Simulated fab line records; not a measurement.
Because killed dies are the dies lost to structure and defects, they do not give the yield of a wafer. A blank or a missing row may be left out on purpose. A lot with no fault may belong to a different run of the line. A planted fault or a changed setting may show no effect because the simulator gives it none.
fab line records | flow n5Finfet | part 1 of 2: steps 1 to 3 of 6
[record] lots = 22 wafers = 66 lastDay = 20
route steps=1938 shown BEOL_M5@1130
lots untouched by any fault: they come from a run of this same line in which no faults occurred
startH: hours from the record's opening day to when the first of the lot's shown wafers began | waitH: hours from the lot's prior step to this one | " same as the row above | L1.1+2: a row that stands for several wafers | - value missing, or start not given | * or withheld: withheld | < > ~ a bound
route shown NAME@n: a module of which the file shows steps, and the number in the route of the first | usual: the fault-free wafers' mean and standard deviation | same: alike in all rows | chamber/n: place in a boat | sites: each site's reading | _std_site: standard deviation across them | _edge_site: inner sites' mean taken away from outer sites' mean | radiusMm: how far each site lies from the wafer's centre | mask NAME#n: copy n | behind: the most recent tool/chamber to have shaped the wafer | hold: cause of the lot's hold/its duration in hours/its outcome | device: the transistor (n, p or np) that didn't switch | end of line: at the end of the route, the tests of the same wafers | a step without rows: its recipe alone | killed: count of dies lost to structure and defects at first sort (not the wafer's yield) | map: dies across one wafer; x = killed, . = not, _ = none there
set.NAME: the setting the step ran with; set.NAME@STEP: the setting that earlier step ran with | model.NAME: the simulator's own value behind a step, which no gauge read
a sample of lots followed through the steps of the route, with each step as a table and each wafer as a row
services: a tool's chamber out of use, with start hour (startH, from the record's first day; less than 0 if before it), hours out, and reason
[[steps]]
[step N5_BEOL_M5_ETCH_72]
[recipe] chemistry = N2/H2 target = underlayer targetDepthA = 65 maskMaterial = CAR-EUV timeS = 5.2 ionEnergyEv = 200 pressureMtorr = 30 sourceW = 840 biasW = 150 n2FlowSccm = 200 h2FlowSccm = 200 ends = cleared
[usual] drypumpMotorCurrentA = 5.4/0.45 etchRfOnTimeS = 5.22/0.081 oesProductAu = 0.65/0.073 rfVppV = 525.5/2.4 showerheadPlenumPTorr = 2.60/0.077 throttleValvePct = 17.90/0.24
// columns lot.wafer tool chamber startH waitH drypumpMotorCurrentA etchRfOnTimeS oesProductAu rfHoursCounterH rfVppV showerheadPlenumPTorr throttleValvePct
L075.1 rieDiel-04 1 196.40 0.0 6.1 5.22 0.58 236 520.3 2.40 17.90
L075.5 " 1 " " 6.1 5.23 0.58 - 520.2 2.40 17.93
L075.6 " 2 " " 5.5 5.38 0.60 - 522.5 2.52 17.95
L074.2 rieDiel-04 2 197.97 0.0 5.5 5.32 0.61 198 522.5 2.52 17.95
L074.3 " 3 " " 5.6 5.18 0.66 144 523.6 2.54 17.72
L074.5 " 3 " " 5.7 5.12 0.64 - 524.6 2.54 17.74
L076.2 rieDiel-01 1 213.75 0.0 5.8 5.34 0.58 240 525.5 2.61 18.25
L076.3 " 0 " " 5.5 5.21 0.63 154 526.9 2.65 17.67
L076.5 " 3 " " 4.7 5.35 0.62 - 529.3 2.64 17.69
L077.4 rieDiel-04 3 213.93 0.0 5.6 5.08 0.65 151 523.4 2.54 17.74
L077.5 " 2 " " 5.5 5.28 0.59 - 522.6 2.52 17.99
L077.6 " 1 " " 6.1 5.18 0.57 - 521.8 2.40 17.91
L078.1 rieDiel-02 1 220.62 0.0 5.1 5.20 0.63 162 526.2 2.65 17.72
L078.2 " 0 " " 5.0 5.32 0.58 210 526.4 2.63 18.06
L078.6 " 1 " " 5.1 5.25 0.64 - 527.1 2.65 17.69
L079.3 rieDiel-02 1 220.84 0.0 5.1 5.20 0.63 162 527.6 2.65 17.68
L079.5 " 2 " " 4.9 5.15 0.70 - 527.8 2.68 18.37
L079.6 " 3 " " 5.5 5.28 0.68 - 527.2 2.68 17.59
L081.2 rieDiel-01 3 223.89 0.0 4.7 5.26 0.62 183 525.4 2.64 17.72
L081.5 " 1 " " 5.8 5.25 0.59 - 525.0 2.61 18.28
L081.6 " 2 " " 5.0 5.14 0.64 - 522.6 2.54 17.97
L080.3 rieDiel-04 3 225.53 0.0 5.7 5.21 0.65 154 524.1 2.53 17.74
L080.4 " 1 " " 6.1 5.25 0.57 247 518.9 2.40 17.92
L080.6 " 1 " " 6.1 5.28 0.57 - 518.1 2.40 17.92
L082.2 rieDiel-01 3 227.11 0.0 4.6 5.30 0.62 183 527.3 2.64 17.72
L082.4 " 1 " " 5.8 5.23 0.58 245 524.4 2.61 18.27
L082.5 " 3 " " 4.7 5.26 0.62 - 526.1 2.64 17.69
L083.2 rieDiel-04 2 251.88 0.0 5.5 5.32 0.59 217 522.3 2.51 18.01
L083.5 " 0 " " 6.1 5.22 0.81 - 524.6 2.60 17.82
L083.6 " 2 " " 5.5 5.34 0.59 - 521.7 2.51 18.00
L084.1 rieDiel-04 1 269.14 0.0 6.1 5.12 0.84 2 529.0 2.72 17.51
L084.3 " 2 " " 5.5 5.29 0.59 222 525.0 2.51 18.01
L084.4 " 0 " " 6.1 5.16 0.80 19 523.8 2.60 17.83
L085.1 rieDiel-04 3 285.17 0.0 5.7 5.24 0.63 173 523.4 2.53 17.79
L085.2 " 1 " " 6.1 5.25 0.81 6 529.2 2.72 17.54
L085.5 " 1 " " 6.1 5.18 0.80 - 528.3 2.71 17.53
L086.2 rieDiel-02 1 291.95 0.0 5.1 5.18 0.62 183 529.0 2.64 17.73
L086.4 " 0 " " 5.1 5.27 0.57 230 527.0 2.62 18.07
L086.6 " 2 " " 4.8 5.13 0.69 - 528.5 2.67 18.40
L087.2 rieDiel-02 3 295.11 0.0 5.5 5.22 0.68 109 527.6 2.67 17.60
L087.5 " 1 " " 5.1 5.28 0.62 - 528.0 2.64 17.73
L087.6 " 3 " " 5.5 5.28 0.66 - 526.7 2.67 17.60
L088.1 rieDiel-02 2 315.78 0.0 4.8 5.08 0.70 107 527.6 2.67 18.44
L088.2 " 1 " " 5.0 5.23 0.61 193 524.4 2.63 17.74
L088.4 " 3 " " 5.5 5.17 0.67 118 528.0 2.67 17.61
L090.2 rieDiel-02 0 331.75 0.0 5.0 5.33 0.55 245 527.3 2.62 18.09
L090.4 " 2 " " 4.8 5.10 0.69 112 529.4 2.67 18.41
L090.6 " 2 " " 4.8 5.15 0.67 - 526.1 2.67 18.43
L094.2 rieDiel-01 3 337.81 0.0 4.7 5.22 0.60 216 527.5 2.62 17.75
L094.3 " 2 " " 5.0 5.17 0.62 198 522.7 2.52 18.05
L094.5 " 2 " " 5.0 5.16 0.62 - 523.0 2.52 18.03
L092.3 rieDiel-02 3 341.10 0.0 5.5 5.20 0.66 125 526.6 2.66 17.65
L092.4 " 2 " " 4.8 5.16 0.68 114 528.5 2.67 18.42
L092.5 " 0 " " 5.1 5.26 0.56 - 526.4 2.61 18.11
L093.1 rieDiel-04 1 341.39 0.0 6.1 5.17 0.76 24 529.5 2.71 17.55
L093.2 " 0 " " 6.1 5.23 0.76 40 525.3 2.59 17.87
L093.5 " 3 " " 5.7 5.19 0.62 - 524.2 2.52 17.82
L091.2 rieDiel-02 3 344.23 0.0 5.5 5.19 0.66 126 528.3 2.66 17.64
L091.4 " 1 " " 5.1 5.12 0.62 200 525.7 2.63 17.76
L091.6 " 1 " " 5.1 5.23 0.60 - 524.6 2.63 17.77
L095.1 rieDiel-04 1 347.61 0.0 6.1 5.12 0.77 26 529.9 2.71 17.57
L095.4 " 2 " " 5.5 5.27 0.58 246 523.8 2.50 18.06
L095.5 " 3 " " 5.7 5.08 0.62 - 525.7 2.52 17.81
L096.1 rieDiel-04 3 366.90 0.0 5.7 5.22 0.62 195 522.3 2.52 17.81
L096.4 " 0 " " 6.1 5.27 0.76 46 523.4 2.59 17.89
L096.6 " 1 " " 6.1 5.23 0.76 - 528.1 2.71 17.60
[step N5_BEOL_M5_HM_OPEN_17]
[recipe] chemistry = Cl2/BCl3 targetDepthA = 200 overetchA = 60 target = TiN maskMaterial = SOC ionEnergyEv = 150 pressureMtorr = 10 icpW = 1000 biasW = 126 Cl2_flow_sccm = 53.25 bcl3FlowSccm = 21.75 Ar_flow_sccm = 25
[usual] drypumpMotorCurrentA = 5.4/0.46 heBacksideLeakSccm = 3.5/0.33 oesProductAu = 0.68/0.084 throttleValvePct = 22.03/0.14
// columns lot.wafer tool chamber startH waitH drypumpMotorCurrentA heBacksideLeakSccm oesProductAu rfHoursCounterH throttleValvePct
L075.1 rieMetal-01 0 196.61 0.0 5.0 3.4 0.71 24 21.98
L075.5 " 1 " " 5.0 3.6 0.51 - 22.27
L075.6 " 0 " " 5.0 3.5 0.71 - 21.99
L074.2 rieMetal-02 0 198.18 0.0 6.1 3.4 0.72 24 22.09
L074.3 " 0 " " 6.1 3.2 0.72 - 22.08
L074.5 " 0 " " 6.1 3.3 0.72 - 22.09
L076.2 rieMetal-03 0 213.97 0.0 6.0 3.3 0.53 117 22.11
L076.3 " 1 " " 5.4 3.0 0.68 - 22.24
L076.5 " 0 " " 5.9 3.4 0.54 - 22.10
L077.4 rieMetal-01 0 214.24 0.1 5.0 3.5 0.70 - 21.98
L077.5 " 0 " " 5.0 3.6 0.71 - 21.99
L077.6 " 0 " " 5.0 5.6 0.70 - 21.99
L078.1 rieMetal-02 0 220.83 0.0 6.0 3.3 0.72 27 22.08
L078.2 " 1 " " 5.0 3.2 0.56 104 21.88
L078.6 " 1 " " 5.0 3.5 0.56 - 21.91
L079.3 rieMetal-03 0 221.09 0.1 6.0 3.4 0.53 - 22.12
L079.5 " 1 " " 5.4 3.4 0.68 - 22.24
L079.6 " 0 " " 6.0 3.4 0.53 - 22.11
L081.2 rieMetal-01 1 224.11 0.0 5.0 3.5 0.81 0 21.95
L081.5 " 0 " " 5.0 3.4 0.69 - 22.00
L081.6 " 1 " " 5.0 3.5 0.81 - 21.95
L080.3 rieMetal-02 1 225.78 0.1 5.0 3.4 0.56 - 21.89
L080.4 " 0 " " 6.1 3.4 0.70 - 22.10
L080.6 " 1 " " 5.0 3.3 0.56 - 21.89
L082.2 rieMetal-02 1 227.33 0.0 5.0 3.5 0.55 104 21.93
L082.4 " 0 " " 6.1 3.4 0.70 - 22.10
L082.5 " 1 " " 5.0 3.3 0.56 - 21.91
L083.2 rieMetal-03 0 252.09 0.0 5.9 3.6 0.54 120 22.12
L083.5 " 0 " " 5.9 3.4 0.53 - 22.10
L083.6 " 1 " " 5.4 3.6 0.68 - 22.24
L084.1 rieMetal-01 1 269.36 0.0 5.0 3.4 0.78 5 21.94
L084.3 " 1 " " 5.0 3.5 0.77 - 21.93
L084.4 " 0 " " 5.0 3.5 0.69 - 22.01
L085.1 rieMetal-02 1 285.38 0.0 5.0 3.3 0.55 108 21.90
L085.2 " 0 " " 6.0 3.5 0.69 31 22.11
L085.5 " 0 " " 6.1 3.6 0.70 - 22.10
L086.2 rieMetal-01 1 292.17 0.0 5.0 3.4 0.76 7 21.94
L086.4 " 0 " " 5.0 6.3 0.69 - 22.01
L086.6 " 0 " " 5.0 3.5 0.68 - 22.00
L087.2 rieMetal-01 0 295.32 0.0 5.0 3.5 0.68 34 22.02
L087.5 " 1 " " 5.0 3.5 0.77 - 21.96
L087.6 " 0 " " 5.0 3.5 0.68 - 22.02
L088.1 rieMetal-03 0 315.99 0.0 6.0 3.2 0.81 2 21.74
L088.2 " 1 " " 5.4 3.2 0.64 49 22.26
L088.4 " 0 " " 5.9 3.2 0.80 - 21.76
L090.2 rieMetal-01 1 331.96 0.0 5.0 3.4 0.74 11 21.96
L090.4 " 1 " " 5.0 3.5 0.74 - 21.97
L090.6 " 0 " " 5.0 3.5 0.67 - 22.02
L094.2 rieMetal-02 0 338.02 0.0 6.0 3.4 0.68 37 22.12
L094.3 " 1 " " 5.0 3.1 0.87 - 21.80
L094.5 " 0 " " 6.0 3.4 0.69 - 22.11
L092.3 rieMetal-02 1 341.34 0.1 5.0 3.2 0.84 - 21.83
L092.4 " 0 " " 6.1 3.3 0.68 - 22.13
L092.5 " 1 " " 5.0 3.4 0.85 - 21.83
L093.1 rieMetal-03 0 341.60 0.0 6.0 3.3 0.78 4 21.75
L093.2 " 1 " " 5.4 3.3 0.64 52 22.29
L093.5 " 1 " " 5.4 3.4 0.64 - 22.30
L091.2 rieMetal-01 1 344.44 0.0 5.0 3.7 0.73 13 21.97
L091.4 " 1 " " 5.0 3.6 0.73 - 21.97
L091.6 " 0 " " 5.0 3.5 0.68 - 21.99
L095.1 rieMetal-01 0 347.82 0.0 5.0 3.6 0.68 40 22.03
L095.4 " 1 " " 5.0 3.5 0.74 - 21.97
L095.5 " 1 " " 5.0 3.6 0.73 - 21.97
L096.1 rieMetal-03 0 367.11 0.0 6.0 3.2 0.78 7 21.75
L096.4 " 0 " " 6.0 3.3 0.78 - 21.75
L096.6 " 1 " " 5.4 3.5 0.64 - 22.31
[step N5_BEOL_M5_ETCH_41]
[recipe] chemistry = CH3F/O2 target = SiCN targetDepthA = 315 taperDeg = 2 timeS = 56.7 ionEnergyEv = 120 maskMaterial = TiN pressureMtorr = 30 sourceW = 395 biasW = 75 Ar_flow_sccm = 150 CH3F_flow_sccm = 30 O2_flow_sccm = 20
[usual] drypumpMotorCurrentA = 5.5/0.46 oesProductAu = 0.78/0.096 rfVppV = 298.0/1.3 showerheadPlenumPTorr = 2.03/0.058 throttleValvePct = 16.33/0.18
[same] timeS = 56.7
// columns lot.wafer tool chamber startH waitH drypumpMotorCurrentA oesProductAu rfHoursCounterH rfVppV showerheadPlenumPTorr throttleValvePct
L074.2 rieDiel-04 1 - - 6.1 0.68 237 295.5 1.89 16.46
L074.3 " 3 " " 5.6 0.76 145 298.2 2.00 16.21
L074.5 " 1 " " 6.1 0.68 - 295.1 1.89 16.46
L075.1 rieDiel-02 0 - - 5.0 0.68 204 298.6 2.06 16.46
L075.5 " 3 " " 5.5 0.80 - 300.1 2.10 16.08
L075.6 " 2 " " 4.8 0.83 - 298.8 2.11 16.71
L076.2 rieDiel-04 3 - - 5.6 0.77 151 297.8 2.00 16.20
L076.3 " 1 " " 6.1 0.68 244 294.2 1.89 16.47
L076.5 " 0 " " 6.1 1.00 - 297.0 2.05 16.18
L077.4 rieDiel-04 1 - - 6.1 0.68 244 295.2 1.89 16.47
L077.5 " 0 " " 6.1 1.00 - 298.1 2.05 16.19
L077.6 " 3 " " 5.6 0.75 - 296.5 2.00 16.22
L079.3 rieDiel-02 1 - - 5.0 0.74 163 300.2 2.09 16.17
L079.5 " 0 " " 5.1 0.68 - 299.3 2.06 16.49
L079.6 " 1 " " 5.1 0.74 - 298.8 2.09 16.14
L078.1 rieDiel-04 2 - - 5.4 0.71 208 295.8 1.98 16.47
L078.2 " 1 " " 6.1 0.68 246 294.1 1.89 16.46
L078.6 " 1 " " 6.1 0.67 - 294.8 1.89 16.46
L081.2 rieDiel-01 3 - - 4.6 0.74 183 299.8 2.07 16.23
L081.5 " 2 " " 5.0 0.75 - 298.9 1.99 16.45
L081.6 " 1 " " 5.7 0.69 - 298.0 2.05 16.64
L080.3 rieDiel-02 1 - - 5.0 0.74 164 297.7 2.09 16.17
L080.4 " 3 " " 5.5 0.81 91 300.4 2.10 16.08
L080.6 " 2 " " 4.8 0.83 - 299.6 2.11 16.70
L082.2 rieDiel-04 1 - - 6.1 0.67 249 295.6 1.89 16.48
L082.4 " 0 " " 6.1 0.98 6 299.1 2.05 16.22
L082.5 " 2 " " 5.5 0.70 - 295.9 1.98 16.47
L083.2 rieDiel-01 3 - - 4.6 0.72 193 297.5 2.07 16.24
L083.5 " 0 " " 5.4 0.73 - 298.5 2.07 16.16
L083.6 " 3 " " 4.6 0.71 - 298.3 2.07 16.24
L084.1 rieDiel-01 0 - - 5.5 0.74 172 297.3 2.07 16.14
L084.3 " 2 " " 5.0 0.74 179 298.2 1.99 16.47
L084.4 " 3 " " 4.6 0.71 197 298.8 2.07 16.24
L085.1 rieDiel-01 1 - - 5.8 0.97 4 298.9 2.05 16.20
L085.2 " 3 " " 4.7 0.71 201 298.7 2.07 16.25
L085.5 " 2 " " 5.0 0.73 - 297.2 1.99 16.49
L086.2 rieDiel-04 1 - - 6.1 0.94 10 300.0 2.13 16.05
L086.4 " 3 " " 5.7 0.73 176 296.4 1.99 16.27
L086.6 " 0 " " 6.1 0.92 - 297.6 2.04 16.23
L087.2 rieDiel-01 1 - - 5.7 0.95 6 298.3 2.05 16.22
L087.5 " 0 " " 5.5 0.73 - 297.7 2.07 16.19
L087.6 " 1 " " 5.8 0.95 - 298.5 2.05 16.22
L088.1 rieDiel-04 1 - - 6.1 0.93 17 299.9 2.13 16.06
L088.2 " 2 " " 5.5 0.68 237 296.6 1.97 16.51
L088.4 " 3 " " 5.7 0.72 182 296.9 1.99 16.26
L090.2 rieDiel-04 3 - - 5.7 0.73 187 297.8 1.99 16.27
L090.4 " 2 " " 5.5 0.68 242 296.8 1.97 16.53
L090.6 " 2 " " 5.5 0.68 - 297.0 1.97 16.53
L094.2 rieDiel-04 2 - - 5.5 0.68 243 296.9 1.97 16.53
L094.3 " 3 " " 5.7 0.72 189 298.3 1.99 16.28
L094.5 " 3 " " 5.6 0.72 - 297.9 1.99 16.29
L092.3 rieDiel-01 1 - - 5.8 0.91 22 297.9 2.05 16.25
L092.4 " 0 " " 5.5 0.71 - 298.8 2.07 16.21
L092.5 " 1 " " 5.8 0.91 - 297.1 2.05 16.24
L093.1 rieDiel-02 2 - - 4.8 0.80 115 297.9 2.10 16.77
L093.2 " 3 " " 5.5 0.76 125 298.4 2.09 16.16
L093.5 " 2 " " 4.8 0.78 - 300.0 2.10 16.76
L091.2 rieDiel-02 0 - - 5.0 0.66 248 298.4 2.05 16.56
L091.4 " 1 " " 5.1 0.70 201 299.4 2.08 16.22
L091.6 " 1 " " 5.0 0.71 - 298.1 2.08 16.22
L095.1 rieDiel-04 2 - - 5.5 0.68 246 296.2 1.97 16.52
L095.4 " 0 " " 6.1 0.88 43 297.8 2.03 16.26
L095.5 " 0 " " 6.1 0.88 - 298.3 2.03 16.27
L096.1 rieDiel-04 2 - - 5.5 0.67 250 296.2 1.97 16.53
L096.4 " 0 " " 6.1 0.88 46 296.8 2.03 16.28
L096.6 " 0 " " 6.1 0.88 - 298.0 2.03 16.28
